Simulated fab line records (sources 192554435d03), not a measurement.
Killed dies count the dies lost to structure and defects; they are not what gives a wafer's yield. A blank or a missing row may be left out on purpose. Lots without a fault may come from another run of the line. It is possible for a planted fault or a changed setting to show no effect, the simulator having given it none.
Chamber matching :: flow n5Finfet :: N5_BEOL_M4_DESCUM_16 on rieDiel-04 has 4 sister chambers
The step chemistry O2, time 7 s. 4 wafers are shown with their chamber, then 8 later ones without.

WAFERS PAIRED WITH THEIR CHAMBERS
wafer: L074.5
chamber: 0
drypumpMotorCurrentA (A): 5.6

wafer: L085.1
chamber: 1
drypumpMotorCurrentA (A): 6.4

wafer: L085.4
chamber: 3
drypumpMotorCurrentA (A): 6.0

wafer: L093.1
chamber: 2
drypumpMotorCurrentA (A): 5.9

WAFERS WITH NO CHAMBER GIVEN
wafer: L093.4
drypumpMotorCurrentA (A): 6.4

wafer: L093.5
drypumpMotorCurrentA (A): 6.0

wafer: L094.4
drypumpMotorCurrentA (A): 6.0

wafer: L094.5
drypumpMotorCurrentA (A): 5.7

wafer: L094.6
drypumpMotorCurrentA (A): 6.4

wafer: L095.1
drypumpMotorCurrentA (A): 5.9

wafer: L095.3
drypumpMotorCurrentA (A): 5.9

wafer: L095.6
drypumpMotorCurrentA (A): 5.9

WHICH CHAMBER EACH ONE RAN IN
wafer: L093.4
from the rows above: 1
in truth: 1

wafer: L093.5
from the rows above: 3
in truth: 3

wafer: L094.4
from the rows above: 3
in truth: 3

wafer: L094.5
from the rows above: 0
in truth: 0

wafer: L094.6
from the rows above: 1
in truth: 1

wafer: L095.1
from the rows above: 2
in truth: 2

wafer: L095.3
from the rows above: 2
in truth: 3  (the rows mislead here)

wafer: L095.6
from the rows above: 2
in truth: 2
7 of 8 placed correctly. Number that these rows cannot place: 0. Wrongly placed: 1.
How it was worked out, from the rows above alone: a wafer's distance from a chamber is the root of the sum, over the readings, of the square of ((its reading less the chamber's mean) divided by the reading's scatter). If the next closest chamber is less than 2 further off than the closest, the wafer can't be placed; otherwise it belongs to the closest. A chamber's mean is the mean of its shown wafers. The scatter (one wafer shown for each chamber): square how far every hidden wafer sits from the nearest shown wafer, average those squares and take the square root.
